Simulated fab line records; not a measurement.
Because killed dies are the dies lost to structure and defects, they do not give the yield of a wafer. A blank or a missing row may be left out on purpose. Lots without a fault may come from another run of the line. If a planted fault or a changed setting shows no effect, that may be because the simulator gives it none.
fab line records	flow n5Finfet
record: lots: 9	wafers: 27	lastDay: 21
route steps=1938 shown BEOL_M2@881 BEOL_M4@1111 PASSIVATION@1936
lots that met no fault: taken from a fault-free run of the same line
startH: the number of hours between the record's first day and the start of the first shown wafer of the lot	waitH: hours since the lot's step before	" the same as in the row above	L1.1+2: a single row standing in for several wafers	- no value, or no start was given	* or withheld: withheld	< > ~ a bound
route shown NAME@n: names a module that has steps shown in the file, with the first one's number in the route	usual: mean/standard deviation of fault-free wafers	same: alike in all rows	chamber/n: place in a boat	sites: each site's reading	_std_site: standard deviation across them	_edge_site: the outer-site mean with the inner-site mean subtracted	radiusMm: for every site, how far away it sits from the centre of the wafer	mask NAME#n: copy n	behind: tool/chamber where the wafer was last shaped	hold: reason for holding the lot/hours on hold/outcome of the hold	device: transistor that didn't switch, given as n, p or np	end of line: tests of these same wafers at the route's end	where a step has no rows: the recipe by itself	killed: dies lost to structure and defects at the first sort, not the wafer's yield	map: dies across one wafer; x = killed, . = not, _ = none there
set.NAME: the run value of the setting; set.NAME@STEP: its run value at that earlier step	model.NAME: the simulator's own value behind a step, which no gauge read
steps of the route over a sample of lots; a table a step, a row a wafer
services: when a tool's chamber went out of use (startH, in hours from the record's first day, below 0 if earlier), for how many hours, and the reason
== steps ==
step: N5_BEOL_M2_ETCH_69
recipe: chemistry: CF4	target: SiARC	targetDepthA: 156	maskMaterial: CAR-EUV	timeS: 26	ionEnergyEv: 80	pressureMtorr: 40	sourceW: 545	biasW: 36	Ar_flow_sccm: 100	cf4FlowSccm: 100	ends: cleared
usual: cf4FlowSccm: 100.0/0.33	drypumpMotorCurrentA: 5.6/0.51	etchRfOnTimeS: 26.2/0.65	oesProductAu: 0.67/0.073	rfVppV: 184.0/0.99	showerheadPlenumPTorr: 2.14/0.05	throttleValvePct: 15.45/0.17
lot.wafer	tool	chamber	startH	waitH	cf4FlowSccm	drypumpMotorCurrentA	etchRfOnTimeS	oesProductAu	rfHoursCounterH	rfVppV	showerheadPlenumPTorr	throttleValvePct
L543.1	rieDiel-05	0	133.73	0.0	100.2	5.3	26.9	0.68	88	183.6	2.17	15.52
L543.3	"	2	"	"	99.9	5.4	25.6	0.67	123	183.9	2.16	15.31
L543.6	"	2	"	"	100.4	5.4	25.6	0.67	-	185.6	2.16	15.33
L553.1	rieDiel-01	0	208.23	0.0	99.9	5.5	26.4	0.60	199	183.6	2.13	15.71
L553.2	"	3	"	"	99.7	5.7	25.5	0.73	67	183.5	2.09	15.28
L553.3	"	2	"	"	99.8	5.2	26.1	0.59	239	183.1	2.04	15.57
L556.3	rieDiel-05	1	215.46	0.0	100.0	6.5	26.8	0.72	43	184.0	2.11	15.28
L556.5	"	3	"	"	100.2	5.3	26.7	0.77	-	182.9	2.11	15.37
L556.6	"	2	"	"	100.2	5.4	25.7	0.65	-	183.4	2.16	15.37
L555.2	rieDiel-04	3	221.36	0.0	100.7	6.5	26.1	0.61	216	185.7	2.20	15.50
L555.3	"	0	"	"	100.2	5.7	26.8	0.57	238	183.5	2.12	15.67
L555.5	"	3	"	"	100.4	6.6	26.1	0.61	-	183.1	2.20	15.50
L557.2	rieDiel-01	1	224.69	0.0	99.8	5.1	26.3	0.63	172	182.7	2.21	15.52
L557.4	"	0	"	"	99.8	5.5	26.8	0.59	202	183.0	2.13	15.72
L557.6	"	0	"	"	100.0	5.5	26.6	0.61	-	183.5	2.13	15.73
L558.2	rieDiel-04	1	237.84	0.0	100.4	6.4	25.6	0.74	49	184.6	2.17	15.58
L558.4	"	3	"	"	99.7	6.5	25.6	0.61	223	184.2	2.19	15.52
L558.5	"	0	"	"	99.8	5.8	26.5	0.57	-	183.7	2.12	15.65
L559.1	rieDiel-05	1	241.16	0.0	100.6	6.4	27.1	0.70	51	183.3	2.10	15.29
L559.2	"	3	"	"	99.7	5.2	26.4	0.76	35	183.9	2.10	15.38
L559.4	"	2	"	"	99.3	5.4	25.5	0.65	155	184.7	2.15	15.39
L560.1	rieDiel-01	3	254.15	0.0	100.2	5.6	25.6	0.70	85	182.6	2.08	15.31
L560.4	"	3	"	"	99.7	5.6	25.8	0.70	-	184.0	2.08	15.30
L560.6	"	1	"	"	100.1	5.1	26.3	0.61	-	185.1	2.20	15.56
L563.2	rieDiel-05	2	273.72	0.0	100.0	5.3	25.0	0.64	168	182.5	2.15	15.41
L563.3	"	3	"	"	99.6	5.3	26.4	0.75	47	183.7	2.10	15.41
L563.5	"	1	"	"	100.0	6.4	26.7	0.70	-	182.6	2.10	15.32
step: N5_BEOL_M2_ETCH_41
recipe: chemistry: CH3F/O2	target: SiCN	targetDepthA: 299	taperDeg: 2	timeS: 52.5	ionEnergyEv: 120	maskMaterial: TiN	pressureMtorr: 30	sourceW: 395	biasW: 75	Ar_flow_sccm: 150	CH3F_flow_sccm: 30	O2_flow_sccm: 20
usual: CH3F_flow_sccm: 30.00/0.096	drypumpMotorCurrentA: 5.6/0.54	oesProductAu: 0.78/0.082	rfVppV: 297.1/1.1	showerheadPlenumPTorr: 2.00/0.044	throttleValvePct: 16.18/0.18
lot.wafer	tool	chamber	startH	waitH	CH3F_flow_sccm	drypumpMotorCurrentA	oesProductAu	rfHoursCounterH	rfVppV	showerheadPlenumPTorr	throttleValvePct
L543.1	rieDiel-01	0	-	-	30.07	5.5	0.72	188	297.8	2.00	16.46
L543.3	"	1	"	"	29.95	5.0	0.73	156	298.4	2.09	16.28
L543.6	"	3	"	"	29.96	5.6	0.83	-	296.8	1.94	15.90
L553.1	rieDiel-01	3	-	-	30.00	5.6	0.82	74	296.6	1.94	15.92
L553.2	"	1	"	"	30.02	5.1	0.72	177	299.0	2.08	16.32
L553.3	"	2	"	"	29.95	5.2	0.68	249	295.7	1.90	16.32
L556.3	rieDiel-04	1	-	-	29.91	6.4	0.87	52	298.1	2.04	16.35
L556.5	"	0	"	"	29.91	5.8	0.67	-	296.3	1.99	16.42
L556.6	"	3	"	"	30.21	6.6	0.70	-	297.7	2.05	16.15
L557.2	rieDiel-01	0	-	-	29.97	5.5	0.70	212	297.5	2.00	16.51
L557.4	"	0	"	"	29.98	5.5	0.70	-	298.3	2.00	16.51
L557.6	"	1	"	"	30.08	5.1	0.72	-	297.8	2.08	16.33
L555.2	rieDiel-04	1	-	-	29.92	6.4	0.86	59	297.4	2.04	16.34
L555.3	"	2	"	"	30.01	4.9	0.72	168	297.6	2.00	16.03
L555.5	"	1	"	"	29.94	6.4	0.85	-	299.1	2.04	16.35
L559.1	rieDiel-04	2	-	-	29.93	4.9	0.72	176	298.7	2.00	16.04
L559.2	"	1	"	"	29.88	6.3	0.84	66	298.3	2.03	16.38
L559.4	"	0	"	"	29.99	5.7	0.99	1	296.4	1.99	15.97
L558.2	rieDiel-05	1	-	-	29.93	6.4	0.82	65	297.0	1.95	16.00
L558.4	"	2	"	"	30.01	5.4	0.75	168	298.1	2.01	16.13
L558.5	"	0	"	"	29.92	5.3	0.77	-	297.1	2.01	16.23
L560.1	rieDiel-05	1	-	-	29.94	6.4	0.81	69	296.1	1.95	16.03
L560.4	"	0	"	"	30.12	5.3	0.76	135	297.9	2.00	16.23
L560.6	"	2	"	"	30.08	5.4	0.75	-	298.0	2.01	16.14
L563.2	rieDiel-05	1	-	-	29.97	6.4	0.81	78	297.3	1.95	16.03
L563.3	"	0	"	"	29.93	5.3	0.75	144	297.0	2.00	16.26
L563.5	"	1	"	"	30.05	6.4	0.80	-	296.1	1.95	16.02
step: N5_BEOL_M2_STRIP_97
recipe: chemistry: N2/H2	timeS: 10	powerW: 450	tempC: 40	pressureMtorr: 20	rfFrequencyHz: 6e+07	biasPowerW: 7	n2FlowSccm: 200	h2FlowSccm: 200
usual: biasPowerW: 7.001/0.02	chamberPressureMTorr: 20.000/0.018	drypumpMotorCurrentA: 5.6/0.54	oesProductAu: 0.78/0.082	rfVppV: 59.2/0.86	showerheadPlenumPTorr: 2.53/0.07	throttleValvePct: 23.4/0.33
lot.wafer	tool	chamber	startH	waitH	biasPowerW	chamberPressureMTorr	drypumpMotorCurrentA	oesProductAu	rfHoursCounterH	rfVppV	showerheadPlenumPTorr	throttleValvePct
L543.1	rieDiel-01	0	178.80	-	7.022	19.995	5.5	0.73	188	58.5	2.53	23.6
L543.3	"	1	"	"	7.004	20.004	5.1	0.74	156	58.7	2.69	24.0
L543.6	"	3	"	"	7.005	20.026	5.7	0.84	-	59.1	2.49	23.2
L553.1	rieDiel-01	3	235.35	-	6.985	20.006	5.6	0.82	74	58.4	2.48	23.2
L553.2	"	1	"	"	7.013	20.009	5.1	0.72	177	59.3	2.68	24.0
L553.3	"	2	"	"	7.003	20.026	5.3	0.67	249	57.6	2.39	23.1
L556.3	rieDiel-04	1	245.21	-	6.997	19.973	6.4	0.86	52	59.7	2.60	23.9
L556.5	"	0	"	"	6.994	20.006	5.8	0.65	-	58.5	2.47	23.1
L556.6	"	3	"	"	6.988	19.992	6.6	0.70	-	59.8	2.60	23.2
L557.2	rieDiel-01	0	245.76	-	-	-	-	-	-	-	-	-
L557.4	"	0	"	"	-	-	-	-	-	-	-	-
L557.6	"	1	"	"	-	-	-	-	-	-	-	-
L555.2	rieDiel-04	1	261.62	-	-	-	-	-	-	-	-	-
L555.3	"	2	"	"	-	-	-	-	-	-	-	-
L555.5	"	1	"	"	-	-	-	-	-	-	-	-
L559.1	rieDiel-04	2	276.44	-	-	-	-	-	-	-	-	-
L559.2	"	1	"	"	-	-	-	-	-	-	-	-
L559.4	"	0	"	"	-	-	-	-	-	-	-	-
L558.2	rieDiel-05	1	276.47	-	6.986	20.030	6.4	0.83	65	58.2	2.47	23.2
L558.4	"	2	"	"	6.967	20.004	5.4	0.74	168	59.0	2.52	23.2
L558.5	"	0	"	"	7.051	20.001	5.3	0.77	-	59.2	2.54	23.3
L560.1	rieDiel-05	1	288.02	-	6.971	19.998	6.4	0.83	69	60.2	2.47	23.2
L560.4	"	0	"	"	6.963	19.998	5.3	0.77	135	58.6	2.54	23.3
L560.6	"	2	"	"	6.985	20.013	5.4	0.74	-	58.1	2.52	23.2
L563.2	rieDiel-05	1	314.32	-	6.981	20.014	6.4	0.83	78	59.8	2.47	23.3
L563.3	"	0	"	"	7.011	20.020	5.3	0.76	144	60.7	2.54	23.3
L563.5	"	1	"	"	6.993	20.003	6.4	0.82	-	58.8	2.47	23.3
step: N5_BEOL_M2_CD_MEAS_35
recipe: targetCdNm: 18	targetCdYNm: 22.2	polarity: opening
usual: cdNm: 17.9/0.46
lot.wafer	tool	chamber	startH	waitH	cdNm
L543.1	cdSem-02	-	179.32	0.0	17.3
L543.3	"	-	"	"	18.0
L543.6	"	-	"	"	18.0
L553.1	cdSem-01	-	235.58	0.0	17.8
L553.2	"	-	"	"	17.0
L553.3	"	-	"	"	18.2
L556.3	cdSem-03	-	245.54	0.0	17.6
L556.5	"	-	"	"	17.1
L556.6	"	-	"	"	17.0
L557.2	cdSem-03	-	246.00	0.0	17.7
L557.4	"	-	"	"	17.6
L557.6	"	-	"	"	17.0
L555.2	cdSem-01	-	261.91	0.0	18.2
L555.3	"	-	"	"	18.4
L555.5	"	-	"	"	17.5
L559.1	cdSem-02	-	276.67	0.0	18.4
L559.2	"	-	"	"	18.1
L559.4	"	-	"	"	17.4
L558.2	cdSem-02	-	276.71	0.0	17.6
L558.4	"	-	"	"	17.4
L558.5	"	-	"	"	17.4
L560.1	cdSem-02	-	288.25	0.0	18.5
L560.4	"	-	"	"	18.3
L560.6	"	-	"	"	17.1
L563.2	cdSem-02	-	314.55	0.0	17.4
L563.3	"	-	"	"	17.4
L563.5	"	-	"	"	17.4
step: N5_BEOL_M4_RC_MEAS_101
usual: DIBL_N: 37.1/2.6	DIBL_P: 38/3	IOFF_N: 0.18/0.052	IOFF_P: 0.25/0.06	ION_N: 678/15	ION_P: 467/8.6	SS_N: 71.7/0.73	SS_P: 73.7/0.89	VT_N: 249/4.3	VT_P: -248/3.8
lot.wafer	tool	chamber	startH	waitH	DIBL_N[mV/V]	DIBL_P[mV/V]	IOFF_N[nA/um]	IOFF_P[nA/um]	ION_N[uA/um]	ION_P[uA/um]	SS_N[mV/dec]	SS_P[mV/dec]	VT_N[mV]	VT_P[mV]
L543.1	prober-02	0	228.07	0.0	34.6	36	0.13	0.18	657	448	70.1	72.9	253	-255
L543.3	"	0	"	"	40.1	42	0.26	0.29	688	468	72.2	74.8	242	-245
L543.6	"	0	"	"	36.5	38	0.17	0.22	667	459	72.0	72.7	249	-251
L553.1	prober-02	0	294.35	0.0	36.6	37	0.17	0.21	681	462	72.2	73.4	250	-248
L553.2	"	0	"	"	35.2	37	0.15	0.21	683	474	71.9	73.5	251	-249
L553.3	"	0	"	"	36.7	37	0.16	0.21	671	460	71.5	73.6	250	-251
L556.3	prober-02	0	316.35	0.3	38.4	40	0.22	0.28	711	479	72.2	73.7	246	-248
L556.5	"	0	"	"	38.2	39	0.21	0.25	687	465	71.8	73.8	247	-250
L556.6	"	0	"	"	38.4	41	0.22	0.30	685	471	72.6	74.4	246	-246
L557.2	prober-01	0	317.31	0.2	34.6	36	0.12	0.22	669	471	71.3	73.4	256	-249
L557.4	"	0	"	"	38.4	38	0.18	0.24	671	469	71.9	73.8	250	-248
L557.6	"	0	"	"	40.5	41	0.23	0.32	693	476	72.6	74.8	246	-243
L555.2	prober-02	0	323.27	0.2	36.4	36	0.15	0.20	684	466	71.6	73.5	252	-252
L555.3	"	0	"	"	32.7	31	0.10	0.17	666	463	70.4	72.9	257	-253
L555.5	"	0	"	"	35.0	33	0.13	0.17	664	455	71.5	72.6	257	-254
L559.1	prober-02	0	326.89	0.0	36.8	38	0.15	0.25	675	469	71.2	73.1	253	-245
L559.2	"	0	"	"	37.6	39	0.18	0.29	680	478	71.5	73.6	247	-245
L559.4	"	0	"	"	42.1	43	0.30	0.40	712	482	72.6	75.5	241	-240
L558.2	prober-01	0	342.59	0.2	38.9	39	0.21	0.29	685	470	72.4	73.9	247	-243
L558.4	"	0	"	"	38.1	40	0.19	0.34	683	478	72.1	73.0	246	-242
L558.5	"	0	"	"	40.2	41	0.25	0.35	692	478	72.4	74.0	243	-241
L560.1	prober-01	0	351.78	0.7	32.3	34	0.11	0.17	661	452	70.5	71.0	253	-252
L560.4	"	0	"	"	36.0	38	0.17	0.25	662	461	72.2	74.0	247	-248
L560.6	"	0	"	"	32.8	34	0.12	0.18	671	469	70.6	71.9	254	-252
L563.2	prober-01	0	402.72	0.2	43.7	45	0.34	0.39	692	472	73.6	75.9	243	-243
L563.3	"	0	"	"	38.2	38	0.18	0.24	696	478	71.0	73.4	249	-248
L563.5	"	0	"	"	37.7	37	0.17	0.23	677	467	71.5	74.3	250	-248
step: N5_PASSIVATION_PROBE_49
usual: defectLimitedYield: 91.4/1.4	killed_at_M0_to_M3: 34/9.1	killed_at_M4_up: 14/5.2	killedAtContacts: 12/6.4	killedAtFrontEnd: 38/11	killedAtOther: 3.7/2.8	killedDies: 102/17	killedOnRim: 14/3.9	killedOpen: 68/13	killedShort: 32/7.8	sort_bin_4_leakage: 0.05/0.3	sort_bin_5_function: 5.1/1	sort_bin_6_memory: 3.2/0.66	sortNPass: 1076/19	sortYieldPct: 91.2/1.6
same: grossDies: 1180	killedAtBackSide: 0	sort_bin_8_speed[%]: 0
lot.wafer	tool	chamber	startH	waitH	defectLimitedYield[%]	killed_at_M0_to_M3	killed_at_M4_up	killedAtContacts	killedAtFrontEnd	killedAtOther	killedDies	killedOnRim	killedOpen	killedShort	sort_bin_4_leakage[%]	sort_bin_5_function[%]	sort_bin_6_memory[%]	sortNPass	sortYieldPct[%]
L543.1	prober-01	-	335.50	0.0	90.6	36	11	10	49	5	111	11	65	46	0	4.5	4.7	1069	90.6
L543.3	prober-01	-	335.60	0.1	90.1	40	16	15	41	5	117	15	78	38	0	5.7	3.8	1063	90.1
L543.6	prober-01	-	335.75	0.3	90.4	45	24	4	40	0	113	19	85	28	0	5.8	3.4	1067	90.4
L553.1	prober-01	-	398.52	0.0	90.4	22	4	16	67	4	113	16	67	45	0	5.8	3.6	1067	90.4
L553.2	prober-01	-	398.57	0.1	88.6	35	9	19	71	1	135	12	85	47	0	6.2	4.7	1045	88.6
L553.3	prober-01	-	398.62	0.1	91.4	25	8	17	50	1	101	18	62	37	0	4.7	3.6	1079	91.4
L557.2	prober-02	-	422.47	0.1	84.7	109	11	19	39	2	180	30	132	47	0	10.3	4.2	1000	84.7
L557.4	prober-02	-	422.57	0.2	88.1	89	7	24	18	3	141	25	107	33	0	7.4	4.2	1039	88.1
L557.6	prober-02	-	422.67	0.3	84.2	108	13	21	42	3	187	25	138	46	0	10.9	4.6	993	84.2
L556.3	prober-01	-	426.42	0.1	91.1	26	21	3	53	2	105	12	65	37	0	5.2	3.3	1075	91.1
L556.5	prober-01	-	426.52	0.2	91.9	34	9	15	31	6	95	12	62	32	0	5.5	2.5	1085	91.9
L556.6	prober-01	-	426.57	0.3	91.4	20	15	5	51	10	101	10	60	39	0	4.7	3.2	1079	91.4
L555.2	prober-02	-	432.09	0.1	85.2	128	8	5	32	2	175	22	129	45	0	7.6	6.3	1005	85.2
L555.3	prober-02	-	432.14	0.1	84.8	111	17	9	34	8	179	30	124	50	0	9.4	5.6	1001	84.8
L555.5	prober-02	-	432.24	0.2	86.9	106	8	7	26	7	154	18	102	48	0	8.6	4.3	1026	86.9
L559.1	prober-01	-	436.11	0.0	86.2	104	13	0	44	2	163	25	129	34	0	8.5	5.1	1017	86.2
L559.2	prober-01	-	436.16	0.1	85.0	104	12	7	52	2	177	23	129	48	0	8.4	6.0	1003	85.0
L559.4	prober-01	-	436.26	0.2	85.4	110	11	12	38	1	172	16	134	38	0.34	8.3	5.8	1004	85.1
L558.2	prober-01	-	449.17	0.1	92.4	28	17	21	23	1	90	8	67	22	0	4.7	2.7	1090	92.4
L558.4	prober-01	-	449.27	0.2	92.1	37	18	5	32	1	93	13	65	28	0	4.7	2.9	1087	92.1
L558.5	prober-01	-	449.32	0.2	91.1	47	14	23	21	0	105	15	65	39	0	5.6	3.1	1075	91.1
L560.1	prober-01	-	468.81	0.0	91.9	41	13	5	32	5	96	15	66	30	0	5.2	2.7	1084	91.9
L560.4	prober-01	-	468.96	0.2	94.8	26	7	9	16	3	61	10	43	17	0	2.9	1.9	1119	94.8
L560.6	prober-01	-	469.06	0.3	92.4	46	12	13	17	2	90	13	68	22	0	4.8	2.6	1090	92.4
L563.2	prober-02	-	508.68	0.1	93.1	19	13	10	36	4	82	10	56	26	3.22	3.6	3.1	1060	89.8
L563.3	prober-02	-	508.73	0.1	90.9	30	12	10	50	5	107	14	61	46	0	5.4	3.2	1073	90.9
L563.5	prober-02	-	508.83	0.2	91.9	31	12	6	36	10	95	8	71	23	0	4.9	2.7	1085	91.9
killed by level:class
L543.1 BEOL_M3:geometricParticle:open=10 GATE_CUT:geometricParticle:short=9 FIN_SAQP:geometricParticle:open=8 FIN_SAQP:geometricParticle:short=8 BEOL_M0_SAQP:geometricParticle:short=8 BEOL_M0_SAQP:geometricParticle:open=8 MOL_CONTACT_COAG:geometricParticle:open=7 DUMMY_GATE:geometricParticle:open=6
L543.3 MOL_CONTACT_COAG:geometricParticle:open=13 BEOL_M0_SAQP:geometricParticle:short=11 BEOL_M2:geometricParticle:open=11 DUMMY_GATE:geometricParticle:open=10 FIN_SAQP:geometricParticle:open=6 GATE_CUT:geometricParticle:short=6 BEOL_M3:geometricParticle:open=6 BEOL_M0_SAQP:geometricParticle:open=5
L543.6 BEOL_M0_SAQP:geometricParticle:open=14 STI_FIN_REVEAL:geometricParticle:open=13 BEOL_M4:geometricParticle:open=11 BEOL_M2:geometricParticle:open=10 DUMMY_GATE:geometricParticle:open=8 BEOL_M0_SAQP:geometricParticle:short=8 BEOL_M3:geometricParticle:open=8 FIN_SAQP:geometricParticle:open=5
L553.1 FIN_SAQP:geometricParticle:short=19 FIN_SAQP:geometricParticle:open=14 MOL_CONTACT_COAG:geometricParticle:open=12 STI_FIN_REVEAL:geometricParticle:open=7 STI_FIN_REVEAL:geometricParticle:short=5 DUMMY_GATE:geometricParticle:open=5 BEOL_M3:geometricParticle:open=5 BEOL_M3:geometricParticle:short=5
L553.2 FIN_SAQP:geometricParticle:open=21 STI_FIN_REVEAL:geometricParticle:open=16 MOL_CONTACT_COAG:geometricParticle:open=13 FIN_SAQP:geometricParticle:short=9 MOL_CONTACT_COAG:geometricParticle:short=6 BEOL_M3:geometricParticle:open=6 BEOL_M0:geometricParticle:short=6 BEOL_M0_SAQP:geometricParticle:short=6
L553.3 MOL_CONTACT_COAG:geometricParticle:open=15 STI_FIN_REVEAL:geometricParticle:open=11 FIN_SAQP:geometricParticle:open=9 FIN_SAQP:geometricParticle:short=8 BEOL_M0_SAQP:geometricParticle:short=8 BEOL_M0_SAQP:geometricParticle:open=8 GATE_CUT:geometricParticle:short=7 BEOL_M5:geometricParticle:open=5
L557.2 BEOL_M2:geometricParticle:open=69 BEOL_M2:geometricParticle:short=19 MOL_CONTACT_COAG:geometricParticle:open=17 STI_FIN_REVEAL:geometricParticle:open=14 BEOL_M1:geometricParticle:short=7 BEOL_M4:geometricParticle:open=6 DUMMY_GATE:geometricParticle:open=5 BEOL_M0_SAQP:geometricParticle:short=4
L557.4 BEOL_M2:geometricParticle:open=58 MOL_CONTACT_COAG:geometricParticle:open=18 BEOL_M2:geometricParticle:short=14 STI_FIN_REVEAL:geometricParticle:open=7 MOL_CONTACT_COAG:geometricParticle:short=6 BEOL_M0_SAQP:geometricParticle:open=6 BEOL_M1:geometricParticle:open=3 BEOL_M3:geometricParticle:short=3
L557.6 BEOL_M2:geometricParticle:open=67 STI_FIN_REVEAL:geometricParticle:open=20 MOL_CONTACT_COAG:geometricParticle:open=18 BEOL_M2:geometricParticle:short=16 BEOL_M0_SAQP:geometricParticle:short=10 BEOL_M0_SAQP:geometricParticle:open=5 FIN_SAQP:geometricParticle:open=3 STI_FIN_REVEAL:geometricParticle:short=3
L556.3 FIN_SAQP:geometricParticle:open=12 FIN_SAQP:geometricParticle:short=11 STI_FIN_REVEAL:geometricParticle:open=9 BEOL_M4:geometricParticle:open=7 BEOL_M0_SAQP:geometricParticle:short=7 BEOL_M0_SAQP:geometricParticle:open=7 STI_FIN_REVEAL:geometricParticle:short=5 STARTING-WAFER:geometricParticle:open=5
L556.5 BEOL_M0_SAQP:geometricParticle:short=11 BEOL_M0_SAQP:geometricParticle:open=11 FIN_SAQP:geometricParticle:short=9 MOL_CONTACT_COAG:geometricParticle:open=9 FIN_SAQP:geometricParticle:open=8 STI_FIN_REVEAL:geometricParticle:open=6 MOL_CONTACT_COAG:geometricParticle:short=6 BEOL_M8:geometricParticle:open=4
L556.6 FIN_SAQP:geometricParticle:open=17 FIN_SAQP:geometricParticle:short=16 BEOL_M0_SAQP:geometricParticle:short=6 GATE_CUT:geometricParticle:short=5 MOL_CONTACT_COAG:geometricParticle:open=5 BEOL_M4:geometricParticle:open=5 BEOL_M1:geometricParticle:open=4 BEOL_M8:geometricParticle:open=3
L555.2 BEOL_M2:geometricParticle:open=80 BEOL_M0_SAQP:geometricParticle:open=16 BEOL_M2:geometricParticle:short=16 STI_FIN_REVEAL:geometricParticle:short=8 DUMMY_GATE:geometricParticle:open=8 BEOL_M0_SAQP:geometricParticle:short=8 STI_FIN_REVEAL:geometricParticle:open=5 MOL_CONTACT_COAG:geometricParticle:open=4
L555.3 BEOL_M2:geometricParticle:open=71 FIN_SAQP:geometricParticle:short=14 BEOL_M2:geometricParticle:short=14 BEOL_M0_SAQP:geometricParticle:open=9 MOL_CONTACT_COAG:geometricParticle:open=8 GATE_CUT:geometricParticle:short=7 BEOL_M1:geometricParticle:open=7 BEOL_M4:geometricParticle:open=5
L555.5 BEOL_M2:geometricParticle:open=62 BEOL_M2:geometricParticle:short=21 BEOL_M0_SAQP:geometricParticle:short=9 DUMMY_GATE:geometricParticle:open=7 BEOL_M0_SAQP:geometricParticle:open=7 MOL_CONTACT_COAG:geometricParticle:open=5 FIN_SAQP:geometricParticle:short=3 STI_FIN_REVEAL:geometricParticle:short=3
L559.1 BEOL_M2:geometricParticle:open=67 BEOL_M3:geometricParticle:open=13 FIN_SAQP:geometricParticle:open=11 BEOL_M2:geometricParticle:short=9 FIN_SAQP:geometricParticle:short=8 DUMMY_GATE:geometricParticle:open=8 BEOL_M1:geometricParticle:open=8 STI_FIN_REVEAL:geometricParticle:open=5
L559.2 BEOL_M2:geometricParticle:open=58 BEOL_M2:geometricParticle:short=17 FIN_SAQP:geometricParticle:open=14 FIN_SAQP:geometricParticle:short=11 STI_FIN_REVEAL:geometricParticle:open=10 BEOL_M1:geometricParticle:open=8 MOL_CONTACT_COAG:geometricParticle:open=6 BEOL_M5:geometricParticle:open=6
L559.4 BEOL_M2:geometricParticle:open=74 BEOL_M2:geometricParticle:short=17 BEOL_M3:geometricParticle:open=12 FIN_SAQP:geometricParticle:open=9 STI_FIN_REVEAL:geometricParticle:open=9 MOL_CONTACT_COAG:geometricParticle:open=9 DUMMY_GATE:geometricParticle:open=5 FIN_SAQP:geometricParticle:short=4
L558.2 MOL_CONTACT_COAG:geometricParticle:open=16 BEOL_M2:geometricParticle:open=13 STI_FIN_REVEAL:geometricParticle:open=6 BEOL_M4:geometricParticle:open=6 MOL_CONTACT_COAG:geometricParticle:short=5 FIN_SAQP:geometricParticle:short=4 GATE_CUT:geometricParticle:open=4 BEOL_M0_SAQP:geometricParticle:short=4
L558.4 BEOL_M0_SAQP:geometricParticle:open=13 BEOL_M0_SAQP:geometricParticle:short=9 BEOL_M2:geometricParticle:open=8 FIN_SAQP:geometricParticle:open=7 BEOL_M5:geometricParticle:open=7 GATE_CUT:geometricParticle:short=6 DUMMY_GATE:geometricParticle:open=5 MOL_CONTACT_COAG:geometricParticle:open=4
L558.5 MOL_CONTACT_COAG:geometricParticle:open=17 BEOL_M0_SAQP:geometricParticle:short=12 BEOL_M0_SAQP:geometricParticle:open=8 MOL_CONTACT_COAG:geometricParticle:short=6 BEOL_M1:geometricParticle:open=6 BEOL_M2:geometricParticle:short=6 BEOL_M2:geometricParticle:open=5 GATE_CUT:geometricParticle:short=4
L560.1 BEOL_M0_SAQP:geometricParticle:open=17 BEOL_M0_SAQP:geometricParticle:short=13 FIN_SAQP:geometricParticle:open=9 BEOL_M4:geometricParticle:open=6 STI_FIN_REVEAL:geometricParticle:open=4 MOL_CONTACT_COAG:geometricParticle:open=4 BEOL_M3:geometricParticle:open=4 FIN_SAQP:geometricParticle:short=3
L560.4 MOL_CONTACT_COAG:geometricParticle:open=9 BEOL_M2:geometricParticle:open=8 BEOL_M3:geometricParticle:open=7 STI_FIN_REVEAL:geometricParticle:open=5 BEOL_M0_SAQP:geometricParticle:short=5 BEOL_M5:geometricParticle:short=3 BEOL_M4:geometricParticle:open=3 STARTING-WAFER:geometricParticle:open=3
L560.6 BEOL_M3:geometricParticle:open=12 MOL_CONTACT_COAG:geometricParticle:open=8 BEOL_M0_SAQP:geometricParticle:open=8 BEOL_M1:geometricParticle:open=8 BEOL_M4:geometricParticle:open=8 BEOL_M2:geometricParticle:open=7 STI_FIN_REVEAL:geometricParticle:open=5 MOL_CONTACT_COAG:geometricParticle:short=5
L563.2 FIN_SAQP:geometricParticle:open=10 DUMMY_GATE:geometricParticle:open=7 FIN_SAQP:geometricParticle:short=6 MOL_CONTACT_COAG:geometricParticle:open=6 BEOL_M2:geometricParticle:open=6 GATE_CUT:geometricParticle:short=4 MOL_CONTACT_COAG:geometricParticle:short=4 BEOL_M0_SAQP:geometricParticle:short=4
L563.3 FIN_SAQP:geometricParticle:open=12 FIN_SAQP:geometricParticle:short=8 GATE_CUT:geometricParticle:short=7 BEOL_M1:geometricParticle:open=7 DUMMY_GATE:geometricParticle:open=6 STI_FIN_REVEAL:geometricParticle:open=5 MOL_CONTACT_COAG:geometricParticle:short=5 MOL_CONTACT_COAG:geometricParticle:open=5
L563.5 DUMMY_GATE:geometricParticle:open=10 BEOL_M0_SAQP:geometricParticle:open=6 BEOL_M1:geometricParticle:open=6 BEOL_M2:geometricParticle:open=6 FIN_SAQP:geometricParticle:open=5 BEOL_M0_SAQP:geometricParticle:short=5 BEOL_M4:geometricParticle:open=5 ILD0:geometricParticle:open=4
== services ==
tool	chamber	startH	hours	kind
rieDiel-01	1	110.94	3.2	repair
rieDiel-01	-	123.84	1.0	repair
rieDiel-04	0	130.04	8.7	repair
rieDiel-01	-	147.93	0.5	repair
rieDiel-05	-	177.06	2.8	pm
rieDiel-05	-	188.93	0.2	repair
rieDiel-04	3	206.48	9.8	repair
rieDiel-01	0	208.40	5.3	repair
rieDiel-05	-	208.65	0.6	repair
rieDiel-01	3	226.33	4.3	repair
rieDiel-05	1	232.14	1.4	repair
rieDiel-01	2	238.47	-	clean
rieDiel-01	2	238.47	-	consumableReplace:focusRing
rieDiel-01	2	238.47	-	consumableReplace:showerhead
rieDiel-01	2	238.47	17.9	scheduledDown
rieDiel-01	2	238.47	17.9	ventCycle
rieDiel-04	0	249.99	-	clean
rieDiel-04	0	249.99	-	consumableReplace:focusRing
rieDiel-04	0	249.99	21.8	scheduledDown
rieDiel-04	0	249.99	21.8	ventCycle
rieDiel-04	3	304.27	-	clean
rieDiel-04	3	304.27	-	consumableReplace:focusRing
rieDiel-04	3	304.27	19.4	scheduledDown
rieDiel-04	3	304.27	19.4	ventCycle
== key ==
firstSign: step: N5_BEOL_M2_STRIP_97	reading: toolRecord	direction: missing
effect: step: N5_PASSIVATION_PROBE_49	reading: killed_at_M0_to_M3	direction: up	sigmas: 8.1	usual: 34	struck: 108
moreKillsBornAt: N5_BEOL_M2_STRIP_97@rieDiel-04: 454	N5_BEOL_M2_STRIP_97@rieDiel-01: 227
metAt N5_BEOL_M2_STRIP_97
struckLots L555,L557,L559
notActingAt N5_BEOL_M2_ETCH_69,N5_BEOL_M2_ETCH_41,N5_BEOL_M2_CD_MEAS_35
onsetBetween 245.21 245.76
fault: kind: skippedStepWhole	tool: rieDiel-01,rieDiel-04	chamber: -	onsetH: 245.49	steps: N5_BEOL_M2_STRIP_97	scope: struckLotsOnly
